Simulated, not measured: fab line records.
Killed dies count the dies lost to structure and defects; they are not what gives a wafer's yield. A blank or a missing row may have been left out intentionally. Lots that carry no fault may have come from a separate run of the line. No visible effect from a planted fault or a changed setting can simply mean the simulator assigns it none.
fab line records	flow n5-finfet
[record] lots = 7	wafers = 39
route steps=1938 shown FIN_SAQP@114 SD_EPI_N@278 SD_EPI_P@321 BEOL_M0_SAQP@676 BEOL_M0_CUTY@711 BEOL_M0@715 BEOL_M1@754
start-h: the number of hours between the record's first day and the start of the first shown wafer of the lot	wait-h: hours since the lot's step before	" same as the row above	L1.1+2: several wafers, shown together as one row	- no value present, or no start provided	* or withheld: withheld	< > ~ a bound
route shown NAME@n: NAME is a module with steps in the file, n the number in the route of the first one	usual: average and standard deviation across the fault-free wafers	same: alike in all rows	chamber/n: place in a boat	sites: readings site by site	_std_site: standard deviation of those values	_edge_site: inner sites' mean taken away from outer sites' mean	radius-mm: how far each site lies from the wafer's centre	mask NAME#n: copy n	behind: the last tool/chamber to shape the wafer	hold: cause of the lot's hold/its duration in hours/its outcome	device: the n, p or np transistor that did not switch	end of line: tests run on the same wafers once the route is complete	a step without rows: its recipe alone	killed: count of dies lost to structure and defects at first sort (not the wafer's yield)	map: shows each die of a wafer: x if killed, . if not, _ if none is there
set.NAME: the run value of the setting; set.NAME@STEP: its run value at that earlier step	model.NAME: the simulator's own value behind a step, which no gauge read
lots whose settings were changed on purpose; a table a step, a row a wafer
[[steps]]
[step N5_FIN_SAQP_DESCUM_21]
[recipe] chemistry = O2	time-s = 7.9	source-power-w = 50	bias-power-w = 20	pressure-mtorr = 20	rf-frequency-hz = 2.712e+07	temp-c = 40	resist = CAR-ArF	o2-flow-sccm = 225
lot.wafer	tool	chamber	start-h	wait-h	set.time-s	model.CAR-ArF_of_FIN_SAQP_COAT_10.thk-nm
L075.1	rie-diel-04	3	28.07	0.0	7.9	83.39
L075.2	"	1	"	"	7.9	83.23
L075.3	"	0	"	"	11.44	80.58
L075.4	"	1	"	"	7.9	83.46
L075.5	"	0	"	"	11.44	80.72
L075.6	"	3	"	"	11.44	81.33
L076.1	rie-diel-02	0	40.33	0.0	9.197	81.84
L076.2	"	3	"	"	9.197	82.18
L076.3	"	2	"	"	7.9	83.27
L076.4	"	1	"	"	9.197	82.43
L076.5	"	3	"	"	7.9	83.4
L076.6	"	2	"	"	7.9	83.16
L077.1	rie-diel-03	3	40.74	0.0	7.9	83.3
L077.2	"	2	"	"	7.9	83.06
L077.3	"	1	"	"	7.9	83.14
L079.1	rie-diel-02	3	52.59	0.0	7.9	82.99
L079.2	"	1	"	"	7.9	82.97
L079.3	"	2	"	"	7.9	83.02
L079.4	"	0	"	"	7.9	82.74
L079.5	"	0	"	"	7.9	82.82
L079.6	"	3	"	"	7.9	82.98
L085.1	rie-diel-02	3	87.66	0.0	10.62	81.9
L085.2	"	1	"	"	10.62	81.77
L085.3	"	2	"	"	10.62	81.67
L085.4	"	2	"	"	7.9	83.31
L085.5	"	3	"	"	7.9	83.64
L085.6	"	1	"	"	7.9	83.47
L091.1	rie-diel-03	3	124.89	0.0	7.9	83.52
L091.2	"	1	"	"	5.928	84.46
L091.3	"	0	"	"	5.928	84.59
L091.4	"	2	"	"	7.9	83.31
L091.5	"	1	"	"	5.928	84.72
L091.6	"	0	"	"	7.9	83.37
L093.1	rie-diel-02	3	136.05	0.0	7.9	82.94
L093.2	"	2	"	"	7.9	82.87
L093.3	"	1	"	"	7.9	83.02
L093.4	"	0	"	"	7.9	82.81
L093.5	"	0	"	"	7.9	82.84
L093.6	"	3	"	"	7.9	83.15
[step N5_SD_EPI_N_ETCH_45]
[recipe] chemistry = CH3F/O2	target = SiOCN	target-depth-a = 60	mask-material = SOC	ion-energy-ev = 60	bias-w = 29	pressure-mtorr = 15	source-w = 410	Ar_flow_sccm = 150	CH3F_flow_sccm = 30	O2_flow_sccm = 20
lot.wafer	tool	chamber	start-h	wait-h	set.target-depth-a	model.etch.depth-nm
L075.1	rie-diel-03	0	56.82	0.1	60	5.95
L075.2	"	2	"	"	60	6.203
L075.3	"	1	"	"	76.81	7.093
L075.4	"	3	"	"	76.81	7.642
L075.5	"	3	"	"	60	5.954
L075.6	"	0	"	"	76.81	7.668
L076.1	rie-diel-03	0	70.12	0.1	92.43	9.373
L076.2	"	1	"	"	60	5.451
L076.3	"	2	"	"	92.43	9.456
L076.4	"	3	"	"	60	5.916
L076.5	"	1	"	"	60	5.499
L076.6	"	2	"	"	92.43	9.399
L077.1	rie-diel-04	3	76.20	0.1	60	5.921
L077.2	"	0	"	"	60	5.838
L077.3	"	1	"	"	60	6.162
L079.1	rie-diel-03	3	84.41	0.1	60	5.909
L079.2	"	0	"	"	60	6.103
L079.3	"	1	"	"	75.58	6.824
L079.4	"	2	"	"	75.58	7.689
L079.5	"	0	"	"	60	6.119
L079.6	"	3	"	"	75.58	7.492
L085.1	rie-diel-02	2	117.11	0.1	26.02	2.588
L085.2	"	0	"	"	60	6.045
L085.3	"	3	"	"	60	5.875
L085.4	"	1	"	"	60	5.821
L085.5	"	3	"	"	26.02	2.537
L085.6	"	2	"	"	26.02	2.599
L091.1	rie-diel-04	3	152.96	0.2	60	5.971
L091.2	"	3	"	"	60	5.982
L091.3	"	3	"	"	26.53	2.624
L091.4	"	3	"	"	60	5.98
L091.5	"	3	"	"	26.53	2.653
L091.6	"	3	"	"	26.53	2.629
L093.1	rie-diel-02	3	166.75	0.1	60	6.092
L093.2	"	0	"	"	60	6.089
L093.3	"	2	"	"	60	6
L093.4	"	1	"	"	60	5.818
L093.5	"	3	"	"	60	6.104
L093.6	"	2	"	"	60	5.998
[step N5_SD_EPI_P_EPI_21]
[recipe] material = SiGe:B	dopant = B	temp-c = 550	pressure-torr = 20	ambient = H2	time-s = 355
lot.wafer	tool	chamber	start-h	wait-h	set.time-s	model.SiGe-B_of_SD_EPI_P_EPI_21.thk-nm
L075.1+5	epi-rpcvd-02	0	62.38	0.3	355	60.4
L075.2+3	"	0	"	"	355	60.8
L075.4	"	0	64.30	2.0	355	60.6
L075.6	"	0	65.58	3.2	355	61.2
L076.1+6	epi-rpcvd-04	0	76.72	0.2	462.3	74.8
L076.2	"	0	"	"	355	61.6
L076.3	"	0	"	"	355	63.4
L076.4	"	0	"	"	355	62.2
L076.5	"	0	"	"	462.3	74.4
L077.1	epi-rpcvd-04	0	82.42	0.2	355	61.4
L077.2	"	0	"	"	355	61
L077.3	"	0	"	"	355	60.8
L079.1+3	epi-rpcvd-02	0	90.86	0.2	355	61.2
L079.2+5	"	0	"	"	438.1	71.6
L079.4	"	0	"	"	438.1	70.8
L079.6	"	0	"	"	355	62.6
L085.1+6	epi-rpcvd-01	0	123.89	0.2	355	60.8
L085.2	"	0	"	"	355	60.2
L085.3	"	0	"	"	355	61
L085.4	"	0	"	"	355	60
L085.5	"	0	"	"	355	60.6
L091.1	epi-rpcvd-02	0	158.75	0.1	280.6	50.8
L091.2	"	0	"	"	280.6	51.8
L091.3	"	0	"	"	355	59.6
L091.4	"	0	"	"	355	60
L091.5	"	0	"	"	355	60.6
L091.6	"	0	"	"	280.6	51
L093.1	epi-rpcvd-04	0	172.06	0.1	490.3	76.2
L093.2	"	0	"	"	355	61.2
L093.3	"	0	"	"	490.3	76.8
L093.4	"	0	"	"	490.3	77.4
L093.5	"	0	"	"	355	61
L093.6	"	0	"	"	355	61.6
[step N5_SD_EPI_P_EPI_MEAS_23]
[recipe] mode = xrd
[usual] thk-nm = 61.1/1.4
lot.wafer	tool	chamber	start-h	wait-h	set.time-s@SD_EPI_P_EPI_21	thk-nm
L075.1	film-metro-02	-	66.26	3.2	355	60.4
L075.2	"	-	"	"	355	61.1
L075.3	"	-	"	"	355	59.5
L075.4	"	-	"	"	355	59.9
L075.5	"	-	"	"	355	61.5
L075.6	"	-	"	"	355	64.2
L076.1	film-metro-02	-	79.64	2.4	462.3	73.6
L076.2	"	-	"	"	355	62.0
L076.3	"	-	"	"	355	62.7
L076.4	"	-	"	"	355	61.5
L076.5	"	-	"	"	462.3	74.5
L076.6	"	-	"	"	462.3	75.5
L077.1	film-metro-02	-	85.33	2.4	355	62.8
L077.2	"	-	"	"	355	60.5
L077.3	"	-	"	"	355	59.8
L079.1	film-metro-02	-	93.79	2.4	355	62.9
L079.2	"	-	"	"	438.1	71.0
L079.3	"	-	"	"	355	60.2
L079.4	"	-	"	"	438.1	69.1
L079.5	"	-	"	"	438.1	71.2
L079.6	"	-	"	"	355	64.4
L085.1	film-metro-01	-	126.81	2.4	355	61.1
L085.2	"	-	"	"	355	60.7
L085.3	"	-	"	"	355	62.3
L085.4	"	-	"	"	355	61.1
L085.5	"	-	"	"	355	59.7
L085.6	"	-	"	"	355	60.3
L091.1	film-metro-01	-	160.95	1.9	280.6	51.9
L091.2	"	-	"	"	280.6	51.8
L091.3	"	-	"	"	355	57.7
L091.4	"	-	"	"	355	58.8
L091.5	"	-	"	"	355	59.3
L091.6	"	-	"	"	280.6	50.8
L093.1	film-metro-02	-	174.25	1.8	490.3	75.5
L093.2	"	-	"	"	355	61.1
L093.3	"	-	"	"	490.3	77.7
L093.4	"	-	"	"	490.3	76.6
L093.5	"	-	"	"	355	61.0
L093.6	"	-	"	"	355	64.1
[step N5_BEOL_M0_SAQP_SPACER2_ALD_26]
[recipe] material = SiO2	target-thk-a = 150	temp-c = 300	ald-precursor-family = BDEAS	ald-co-reactant = O2-plasma	pulse-time-s = 1	purge-time-s = 2	co-reactant-purge-time-s = 2	pressure-torr = 2
lot.wafer	tool	chamber	start-h	wait-h	set.target-thk-a	model.SiO2_of_BEOL_M0_SAQP_SPACER2_ALD_26.thk-nm
L075.1+2+5+6	ald-sin-01	2,0,2,3	114.31	0.1	150	15
L075.3	"	3	"	"	150	14.8
L075.4	"	1	"	"	150	15.2
L076.1+4+5	ald-sin-02	2,3,2	135.03	0.1	150	15
L076.2+6	"	0,3	"	"	88.27	8.8
L076.3	"	1	"	"	88.27	8.6
L077.1+2+3	ald-sin-01	1,3,2	139.00	1.2	150	15
L079.1+5+6	ald-sin-02	0,0,1	149.32	0.1	223.2	22.2
L079.2+4	"	2,3	"	"	150	15
L079.3	"	1	"	"	150	14.8
L085.1+3+4+5	ald-sin-01	0,1,2,1	181.15	2.9	150	15
L085.2+6	"	3,2	"	"	150	14.8
L091.1+5+6	ald-sin-01	0,0,3	215.95	0.8	62.22	6.2
L091.2+3+4	"	2,1,3	"	"	150	15
L093.1+3+6	ald-sin-04	2,1,2	228.43	0.1	110.8	11.2
L093.2+4+5	"	3,0,3	"	"	150	15
[step N5_BEOL_M0_SAQP_SPACER2_ETCHBACK_27]
[recipe] chemistry = CHF3/O2	mode = anisotropic-etchback	target = SiO2	target-depth-a = 225	time-s = 11.25	pressure-mtorr = 30	source-w = 650	bias-w = 170	Ar_flow_sccm = 200	CHF3_flow_sccm = 50	O2_flow_sccm = 5	ion-energy-ev = 200
[step N5_BEOL_M0_SAQP_MANDREL2_REMOVE_110]
[recipe] chemistry = HBr/Cl2/O2	bt-time-s = 10	target = a-Si	stop-on = SiCN	endpoint = OES-SiCl	over-etch-frac = 1	icp-w = 600	bias-w = 30	HBr_flow_sccm = 150	Cl2_flow_sccm = 80	O2_flow_sccm = 5	pressure-mtorr = 10
lot.wafer	tool	chamber	start-h	wait-h	set.target-thk-a@BEOL_M0_SAQP_SPACER2_ALD_26	model.BEOL_M0_SAQP.cd-nm	model.SiO2_of_BEOL_M0_SAQP_SPACER2_ALD_26.thk-nm
L075.1	rie-si-02	1	114.94	0.1	150	15	10.6
L075.2+5	"	0	"	"	150	15.2	10.6
L075.3	"	3	"	"	150	14.8	10.4
L075.4	"	2	"	"	150	15	10.8
L075.6	"	3	"	"	150	14.8	10.6
L076.1+4	rie-si-06	0,3	135.66	0.1	150	15	10.6
L076.2	"	2	"	"	88.27	8.6	4.4
L076.3	"	1	"	"	88.27	8.6	4.2
L076.5	"	2	"	"	150	14.8	10.6
L076.6	"	1	"	"	88.27	9	4.4
L077.1	rie-si-02	1	139.64	0.1	150	15.2	10.6
L077.2	"	0	"	"	150	15	10.6
L077.3	"	2	"	"	150	14.8	10.6
L079.1	rie-si-06	2	149.96	0.1	223.2	22	17.8
L079.2	"	0	"	"	150	15.2	10.6
L079.3	"	3	"	"	150	14.8	10.4
L079.4	"	1	"	"	150	15	10.6
L079.5+6	"	2,3	"	"	223.2	22.2	17.8
L085.1	rie-si-02	2	181.98	0.1	150	14.8	10.6
L085.2+6	"	0,2	"	"	150	14.8	10.4
L085.3+5	"	1,3	"	"	150	15	10.6
L085.4	"	3	"	"	150	15	10.4
L091.1	rie-si-06	1	216.60	0.1	62.22	6.4	2.8
L091.2	"	3	"	"	150	14.8	10.4
L091.3	"	2	"	"	150	15	10.6
L091.4	"	0	"	"	150	14.8	10.6
L091.5+6	"	3,0	"	"	62.22	6.2	2.8
L093.1+6	rie-si-05	2,1	229.07	0.1	110.8	11.2	6.8
L093.2+4+5	"	0,3,0	"	"	150	15	10.6
L093.3	"	1	"	"	110.8	11.2	6.6
[step N5_BEOL_M0_SAQP_CD_MEAS_29]
[recipe] target-cd-nm = 14.4	landing-energy-ev = 1000	detector = se-inlens
[usual] cd-nm = 14.99/0.24
lot.wafer	tool	chamber	start-h	wait-h	set.target-thk-a@BEOL_M0_SAQP_SPACER2_ALD_26	cd-nm
L075.1	cd-sem-02	0	115.06	0.1	150	14.85
L075.2	"	0	"	"	150	15.03
L075.3	"	0	"	"	150	14.99
L075.4	"	0	"	"	150	15.05
L075.5	"	0	"	"	150	15.08
L075.6	"	0	"	"	150	14.91
L076.1	cd-sem-01	0	135.77	0.1	150	15.10
L076.2	"	0	"	"	88.27	8.35
L076.3	"	0	"	"	88.27	8.69
L076.4	"	0	"	"	150	15.03
L076.5	"	0	"	"	150	14.94
L076.6	"	0	"	"	88.27	8.95
L077.1	cd-sem-03	0	139.75	0.1	150	15.32
L077.2	"	0	"	"	150	15.01
L077.3	"	0	"	"	150	14.97
L079.1	cd-sem-03	0	150.07	0.1	223.2	21.96
L079.2	"	0	"	"	150	15.13
L079.3	"	0	"	"	150	14.83
L079.4	"	0	"	"	150	14.85
L079.5	"	0	"	"	223.2	22.17
L079.6	"	0	"	"	223.2	22.05
L085.1	cd-sem-02	0	182.09	0.1	150	15.09
L085.2	"	0	"	"	150	15.07
L085.3	"	0	"	"	150	14.76
L085.4	"	0	"	"	150	15.16
L085.5	"	0	"	"	150	14.79
L085.6	"	0	"	"	150	14.95
L091.1	cd-sem-03	0	216.72	0.1	62.22	6.04
L091.2	"	0	"	"	150	14.44
L091.3	"	0	"	"	150	15.12
L091.4	"	0	"	"	150	14.70
L091.5	"	0	"	"	62.22	6.08
L091.6	"	0	"	"	62.22	6.23
L093.1	cd-sem-03	0	229.18	0.1	110.8	11.16
L093.2	"	0	"	"	150	14.94
L093.3	"	0	"	"	110.8	11.00
L093.4	"	0	"	"	150	15.43
L093.5	"	0	"	"	150	15.23
L093.6	"	0	"	"	110.8	11.32
[step N5_BEOL_M0_SAQP_COAT_69]
[recipe] resist = SOC	temp-c = 250	time-s = 60	spin-rpm = 1500	resist-thk-nm = 90
[step N5_BEOL_M0_SAQP_COAT_72]
[recipe] resist = SiARC	temp-c = 220	time-s = 60	spin-rpm = 1500	resist-thk-nm = 15
[step N5_BEOL_M0_CUTY_DESCUM_61]
[recipe] chemistry = O2	time-s = 7.9	source-power-w = 50	bias-power-w = 20	pressure-mtorr = 20	rf-frequency-hz = 2.712e+07	temp-c = 40	resist = CAR-ArF-block	o2-flow-sccm = 225
[step N5_BEOL_M0_CUTY_ETCH_62]
[recipe] chemistry = CF4	target = SiARC	mask-material = CAR-ArF-block	time-s = 58.5	ion-energy-ev = 80	pressure-mtorr = 40	source-w = 545	bias-w = 36	Ar_flow_sccm = 100	cf4-flow-sccm = 100	ends = cleared
[step N5_BEOL_M0_CUTY_ETCH_63]
[recipe] chemistry = N2/H2	target = SOC	target-depth-a = 827	overetch-a = 165	mask-material = SiARC	temp-c = 40	ion-energy-ev = 200	time-s = 124	pressure-mtorr = 30	source-w = 840	bias-w = 150	n2-flow-sccm = 200	h2-flow-sccm = 200
lot.wafer	tool	chamber	start-h	wait-h	set.target-thk-a@BEOL_M0_SAQP_SPACER2_ALD_26	model.SiO2_of_BEOL_M0_SAQP_SPACER2_ALD_26.thk-nm
L075.1+2+6	rie-diel-03	2,0,2	117.53	0.0	150	7
L075.3+4	"	1,3	"	"	150	7.4
L075.5	"	3	"	"	150	7.2
L076.1+4+5	rie-diel-04	3,0,3	138.92	0.0	150	7.2
L076.2+3+6	"	1,0,1	"	"	88.27	2
L077.1	rie-diel-03	1	141.80	0.0	150	7.6
L077.2+3	"	2,0	"	"	150	7
L079.1+5	rie-diel-03	1	152.87	0.0	223.2	14.8
L079.2+4	"	2	"	"	150	7
L079.3	"	0	"	"	150	6.8
L079.6	"	0	"	"	223.2	14
L085.1+2+3+4+6	rie-diel-02	3,1,0,2,2	185.01	0.0	150	7
L085.5	"	1	"	"	150	7.2
L091.1+5+6	rie-diel-02	2,3,2	218.62	0.0	62.22	1.4
L091.2+4	"	1,3	"	"	150	7
L091.3	"	0	"	"	150	7.2
L093.1+3+6	rie-diel-03	3,0,2	231.33	0.0	110.8	3.2
L093.2+5	"	1	"	"	150	7.4
L093.4	"	2	"	"	150	7
[step N5_BEOL_M0_CUTY_STRIP_64]
[recipe] chemistry = N2/H2	temp-c = 40	n2-flow-sccm = 200	h2-flow-sccm = 200	rf-frequency-hz = 6e+07
[step N5_BEOL_M0_ETCH_138]
[recipe] chemistry = CH3F/O2	target-depth-a = 120	target = SiCN	time-s = 31.6	ion-energy-ev = 120	pressure-mtorr = 30	source-w = 395	bias-w = 75	Ar_flow_sccm = 150	CH3F_flow_sccm = 30	O2_flow_sccm = 20	ends = cleared
lot.wafer	tool	chamber	start-h	wait-h	set.target-thk-a@BEOL_M0_SAQP_SPACER2_ALD_26	model.SiO2_of_BEOL_M0_SAQP_SPACER2_ALD_26.thk-nm
L075.1+2+6	rie-diel-03	2,0,2	117.65	0.0	150	5
L075.3	"	1	"	"	150	5.4
L075.4+5	"	3	"	"	150	5.2
L076.1+4+5	rie-diel-04	3,0,3	139.05	0.0	150	5.2
L076.2+3+6	"	1,0,1	"	"	88.27	1
L077.1	rie-diel-03	1	141.92	0.0	150	5.6
L077.2+3	"	2,0	"	"	150	5
L079.1+5	rie-diel-03	1	152.99	0.0	223.2	12.8
L079.2	"	2	"	"	150	5
L079.3+4	"	0,2	"	"	150	4.8
L079.6	"	0	"	"	223.2	12
L085.1+2+5	rie-diel-02	3,1,1	185.13	0.0	150	5.2
L085.3+4+6	"	0,2,2	"	"	150	5
L091.1+5+6	rie-diel-02	2,3,2	218.75	0.0	62.22	0.6
L091.2+4	"	1,3	"	"	150	5
L091.3	"	0	"	"	150	5.2
L093.1+6	rie-diel-03	3,2	231.45	0.0	110.8	1.6
L093.2+5	"	1	"	"	150	5.4
L093.3	"	0	"	"	110.8	1.4
L093.4	"	2	"	"	150	5
[step N5_BEOL_M0_HM_OPEN_105]
[recipe] chemistry = Cl2/BCl3	target-depth-a = 120	target = TiN	ion-energy-ev = 150	pressure-mtorr = 10	icp-w = 1000	bias-w = 126	Cl2_flow_sccm = 53.25	bcl3-flow-sccm = 21.75	Ar_flow_sccm = 25
lot.wafer	tool	chamber	start-h	wait-h	set.target-thk-a@BEOL_M0_SAQP_SPACER2_ALD_26	model.SiO2_of_BEOL_M0_SAQP_SPACER2_ALD_26.thk-nm
L075.1+6	rie-metal-01	0	119.64	2.0	150	2.6
L075.2+4	"	1,0	"	"	150	2.8
L075.3	"	1	"	"	150	3.2
L075.5	"	1	"	"	150	3
L076.1+4	rie-metal-01	0	141.35	2.3	150	2.8
L076.2+3+6	"	1,1,0	"	"	88.27	0.4
L076.5	"	1	"	"	150	3
L077.1	rie-metal-01	1	144.73	2.8	150	3.4
L077.2+3	"	0	"	"	150	2.6
L079.1+5	rie-metal-02	0	156.20	3.2	223.2	10.4
L079.2+3+4	"	1,0,1	"	"	150	2.4
L079.6	"	1	"	"	223.2	9.6
L085.1+2+5	rie-metal-02	0,1,0	188.56	3.4	150	2.8
L085.3+4+6	"	0,1,1	"	"	150	2.6
L091.1+5+6	rie-metal-01	0,1,0	218.88	0.1	62.22	0.4
L091.2+3+4	"	1,0,1	"	"	150	2.8
L093.1+3+6	rie-metal-01	0,0,1	231.61	0.1	110.8	0.8
L093.2+5	"	1,0	"	"	150	3.2
L093.4	"	1	"	"	150	2.8
[step N5_BEOL_M1_HM_DEP_02]
[recipe] material = TiN	target-thk-a = 200	temp-c = 25	chamber-pressure-pa = 0.49996
lot.wafer	tool	chamber	start-h	wait-h	set.target-thk-a	model.TiN_of_BEOL_M1_HM_DEP_02.thk-nm
L075.1+5+6	pvd-sputter-02	-	125.77	0.0	151.2	15.2
L075.2	"	-	"	"	200	19.8
L075.3+4	"	-	"	"	200	20
L076.1+4	pvd-sputter-03	-	148.40	2.0	83.63	8.6
L076.2	"	-	"	"	200	19.6
L076.3+5	"	-	"	"	200	20.2
L076.6	"	-	"	"	83.63	8.4
L077.1	pvd-sputter-03	-	152.34	1.4	200	20.2
L077.2	"	-	"	"	200	19.6
L077.3	"	-	"	"	200	20
L079.1+2	pvd-sputter-02	-	160.49	0.1	200	19.6
L079.3+4+5+6	"	-	"	"	200	19.8
L085.1	pvd-sputter-03	-	193.05	0.4	200	19.8
L085.2	"	-	"	"	200	20.2
L085.3	"	-	"	"	122.8	12.4
L085.4	"	-	"	"	200	19.6
L085.5	"	-	"	"	122.8	12
L085.6	"	-	"	"	122.8	12.2
L091.1+4	pvd-sputter-02	-	224.06	1.2	200	20
L091.2	"	-	"	"	268.1	27
L091.3	"	-	"	"	268.1	26.6
L091.5	"	-	"	"	200	20.2
L091.6	"	-	"	"	268.1	26.8
L093.1+3+4	pvd-sputter-02	-	238.48	1.8	200	20
L093.2	"	-	"	"	200	19.4
L093.5+6	"	-	"	"	200	19.8
[step N5_BEOL_M1_COAT_61]
[recipe] resist = SOC	temp-c = 250	time-s = 60	spin-rpm = 1500	resist-thk-nm = 60
[step N5_BEOL_M1_COAT_62]
[recipe] resist = SiARC	temp-c = 220	time-s = 60	spin-rpm = 1500	resist-thk-nm = 12
[step N5_BEOL_M1_STRIP_75]
[recipe] chemistry = N2/H2	temp-c = 40	n2-flow-sccm = 200	h2-flow-sccm = 200	rf-frequency-hz = 6e+07
[step N5_BEOL_M1_STRIP_66]
[recipe] chemistry = CF4	resist = SiARC	power-w = 300	bias-power-w = 75	pressure-mtorr = 50	cf4-flow-sccm = 150	rf-frequency-hz = 6e+07
[step N5_BEOL_M1_HM_OPEN_17]
[recipe] chemistry = Cl2/BCl3	target-depth-a = 200	overetch-a = 60	target = TiN	mask-material = SOC	ion-energy-ev = 150	pressure-mtorr = 10	icp-w = 1000	bias-w = 126	Cl2_flow_sccm = 53.25	bcl3-flow-sccm = 21.75	Ar_flow_sccm = 25
lot.wafer	tool	chamber	start-h	wait-h	set.target-thk-a@BEOL_M1_HM_DEP_02	model.etch.depth-nm
L075.1	rie-metal-02	0	126.53	0.0	151.2	15.23
L075.2	"	1	"	"	200	19.82
L075.3	"	1	"	"	200	19.92
L075.4	"	0	"	"	200	19.94
L075.5	"	0	"	"	151.2	15.13
L075.6	"	1	"	"	151.2	15.1
L076.1	rie-metal-02	0	149.72	0.0	83.63	8.624
L076.2	"	1	"	"	200	19.68
L076.3	"	0	"	"	200	20.17
L076.4	"	1	"	"	83.63	8.67
L076.5	"	0	"	"	200	20.11
L076.6	"	1	"	"	83.63	8.307
L077.1	rie-metal-03	0	153.43	0.0	200	20.2
L077.2	"	1	"	"	200	19.59
L077.3	"	1	"	"	200	19.98
L079.1	rie-metal-03	1	161.25	0.0	200	19.65
L079.2	"	0	"	"	200	19.68
L079.3	"	0	"	"	200	19.9
L079.4	"	1	"	"	200	19.83
L079.5	"	0	"	"	200	19.8
L079.6	"	1	"	"	200	19.89
L085.1	rie-metal-01	1	194.04	0.0	200	19.74
L085.2	"	0	"	"	200	20.26
L085.3	"	1	"	"	122.8	12.3
L085.4	"	0	"	"	200	19.62
L085.5	"	1	"	"	122.8	12.07
L085.6	"	0	"	"	122.8	12.23
L091.1	rie-metal-03	1	224.95	0.0	200	20.1
L091.2	"	0	"	"	268.1	26.97
L091.3	"	1	"	"	268.1	24.46
L091.4	"	0	"	"	200	20.06
L091.5	"	0	"	"	200	20.27
L091.6	"	1	"	"	268.1	24.61
L093.1	rie-metal-01	1	239.24	0.0	200	19.92
L093.2	"	0	"	"	200	19.5
L093.3	"	1	"	"	200	20.01
L093.4	"	0	"	"	200	19.91
L093.5	"	1	"	"	200	19.73
L093.6	"	0	"	"	200	19.87
[[key]]
[split] step = N5_FIN_SAQP_DESCUM_21	setting = time-s	stated = 7.9	by = wafer
[response] step = N5_FIN_SAQP_DESCUM_21	reading = model.CAR-ArF_of_FIN_SAQP_COAT_10.thk-nm	change = -0.0533	per = 1%	r = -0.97
[split] step = N5_SD_EPI_N_ETCH_45	setting = target-depth-a	stated = 60	by = wafer
[response] step = N5_SD_EPI_N_ETCH_45	reading = model.etch.depth-nm	change = +0.0611	per = 1%	r = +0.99
[split] step = N5_SD_EPI_P_EPI_21	setting = time-s	stated = 355	by = wafer
[response] step = N5_SD_EPI_P_EPI_21	reading = model.SiGe-B_of_SD_EPI_P_EPI_21.thk-nm	change = +0.41	per = 1%	r = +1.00
[response] step = N5_SD_EPI_P_EPI_MEAS_23	reading = thk-nm	change = *	per = 1%	r = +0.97
[split] step = N5_BEOL_M0_SAQP_SPACER2_ALD_26	setting = target-thk-a	stated = 150	by = wafer
[response] step = N5_BEOL_M0_SAQP_SPACER2_ALD_26	reading = model.SiO2_of_BEOL_M0_SAQP_SPACER2_ALD_26.thk-nm	change = +0.15	per = 1%	r = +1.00
[response] step = N5_BEOL_M0_SAQP_MANDREL2_REMOVE_110	reading = model.BEOL_M0_SAQP.cd-nm	change = +0.147	per = 1%	r = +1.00
[response] step = N5_BEOL_M0_SAQP_MANDREL2_REMOVE_110	reading = model.SiO2_of_BEOL_M0_SAQP_SPACER2_ALD_26.thk-nm	change = +0.143	per = 1%	r = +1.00
[response] step = N5_BEOL_M0_SAQP_CD_MEAS_29	reading = cd-nm	change = +0.149	per = 1%	r = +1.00
[response] step = N5_BEOL_M0_CUTY_ETCH_63	reading = model.SiO2_of_BEOL_M0_SAQP_SPACER2_ALD_26.thk-nm	change = +0.125	per = 1%	r = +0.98
[response] step = N5_BEOL_M0_ETCH_138	reading = model.SiO2_of_BEOL_M0_SAQP_SPACER2_ALD_26.thk-nm	change = +0.111	per = 1%	r = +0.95
[response] step = N5_BEOL_M0_HM_OPEN_105	reading = model.SiO2_of_BEOL_M0_SAQP_SPACER2_ALD_26.thk-nm	shape = bent	at-lowest = 0.4	at-stated = 2.785	at-highest = 10.13
[split] step = N5_BEOL_M1_HM_DEP_02	setting = target-thk-a	stated = 200	by = wafer
[response] step = N5_BEOL_M1_HM_DEP_02	reading = model.TiN_of_BEOL_M1_HM_DEP_02.thk-nm	change = +0.197	per = 1%	r = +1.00
[response] step = N5_BEOL_M1_HM_OPEN_17	reading = model.etch.depth-nm	change = +0.189	per = 1%	r = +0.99
